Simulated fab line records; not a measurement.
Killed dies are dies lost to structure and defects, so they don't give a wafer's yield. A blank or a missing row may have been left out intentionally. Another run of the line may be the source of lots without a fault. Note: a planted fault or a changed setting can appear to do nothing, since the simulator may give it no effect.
Which tool is to blame? + flow n5-finfet + 12 lots, 36 wafers sampled, at 4 steps of a route of 1938

== WHAT EACH GAUGE READ, for each wafer ==
N5_BEOL_M1_CD_MEAS_35: target cd 18 nm, target cd y 21 nm.
| lot  | measured     | on        | cd-nm (nm)     |
|------|--------------|-----------|----------------|
| L075 | day 6 22:46  | cd-sem-02 | 18.4 17.9 17.9 |
| L078 | day 7 06:38  | cd-sem-02 | 17.9 17.8 18.2 |
| L079 | day 7 17:52  | cd-sem-01 | 17.2 17.4 17.7 |
| L081 | day 8 14:08  | cd-sem-01 | 17.5 18.1 18.3 |
| L083 | day 8 21:42  | cd-sem-01 | 18.0 17.3 17.7 |
| L084 | day 9 02:39  | cd-sem-03 | 18.2 17.5 18.4 |
| L088 | day 9 18:55  | cd-sem-02 | 17.6 17.9 18.2 |
| L089 | day 10 09:13 | cd-sem-02 | 17.6 16.9 18.4 |
| L091 | day 10 22:48 | cd-sem-02 | 17.6 18.3 17.5 |
| L094 | day 11 15:43 | cd-sem-02 | 18.2 17.9 18.1 |
| L096 | day 11 19:32 | cd-sem-03 | 17.8 17.6 17.9 |
| L097 | day 12 05:10 | cd-sem-01 | 18.1 17.7 18.0 |

== WHAT TOOL EACH LOT RAN ON (gives the tool, then ch and the chambers of the sampled wafers, and finally the start) ==
| lot  | N5_BEOL_M1_ETCH_74                 | N5_BEOL_M1_ETCH_69                 | N5_BEOL_M1_VIA_ETCH_34             |
|------|------------------------------------|------------------------------------|------------------------------------|
| L075 | rie-diel-03 ch 0,2, day 6 05:21    | rie-diel-02 ch 1,2,3, day 6 06:22  | rie-diel-03 ch 1,2,3, day 6 22:21  |
| L078 | rie-diel-01 ch 0,2,3, day 6 23:46  | rie-diel-03 ch 0,1,2, day 7 00:44  | rie-diel-03 ch 1,2,3, day 7 06:14  |
| L079 | rie-diel-01 ch 0,1,3, day 7 13:08  | rie-diel-02 ch 1,2,3, day 7 14:09  | rie-diel-03 ch 0,1,3, day 7 17:28  |
| L081 | rie-diel-02 ch 1,2,3, day 8 03:46  | rie-diel-02 ch 0,1,3, day 8 04:52  | rie-diel-03 ch 1,3, day 8 13:43    |
| L083 | rie-diel-03 ch 0,1,3, day 8 17:58  | rie-diel-02 ch 0,1,3, day 8 18:55  | rie-diel-01 ch 0,1,3, day 8 21:17  |
| L084 | rie-diel-03 ch 0,1,3, day 8 22:02  | rie-diel-02 ch 0,1,3, day 8 22:56  | rie-diel-01 ch 1,2,3, day 9 02:14  |
| L088 | rie-diel-01 ch 0,1,3, day 9 14:38  | rie-diel-02 ch 0,2,3, day 9 15:31  | rie-diel-02 ch 1,2,3, day 9 18:31  |
| L089 | rie-diel-01 ch 0,2, day 10 05:10   | rie-diel-01 ch 0,2, day 10 06:28   | rie-diel-03 ch 0,1,2, day 10 08:48 |
| L091 | rie-diel-03 ch 0,1,3, day 10 17:58 | rie-diel-03 ch 0,1,3, day 10 19:13 | rie-diel-01 ch 0,1, day 10 22:23   |
| L094 | rie-diel-03 ch 1,2,3, day 11 05:03 | rie-diel-02 ch 0,2,3, day 11 06:09 | rie-diel-02 ch 0,3, day 11 15:19   |
| L096 | rie-diel-02 ch 0,1,2, day 11 13:23 | rie-diel-03 ch 0,2,3, day 11 14:24 | rie-diel-02 ch 0,1, day 11 19:08   |
| L097 | rie-diel-03 ch 0,2, day 11 23:44   | rie-diel-03 ch 0,1, day 12 00:44   | rie-diel-01 ch 0,3, day 12 04:45   |
- N5_BEOL_M1_ETCH_74: etches underlayer in N2/H2, target depth 6.5 nm, time 5.2 s.
- N5_BEOL_M1_ETCH_69: etches SiARC in CF4, target depth 15.6 nm, time 26 s.
- N5_BEOL_M1_VIA_ETCH_34: etches the open film in C4F6/O2, target depth 67.8 nm, time 64.4 s.

== THE ANSWER, worked out from the rows above alone ==
Rule: what is usual is taken from the lots themselves. Put in order of their means at a reading, lots are off if they are a third of the lots or fewer, leave a main group of 4 or more, and stand apart from it by a gap of 3 or more times the standard deviation of the main group's means; of several such gaps the widest counts. A main group is skipped when, at the precision printed for the reading in the tables above, its means are all equal. A lot without any number at a reading at which 4 lots or more have one is off too. The other lots that the step has rows for count as sound.
Nothing can be told from this: no lot is off at any reading shown.

== WHAT WAS PUT IN BY THE SIMULATOR ==
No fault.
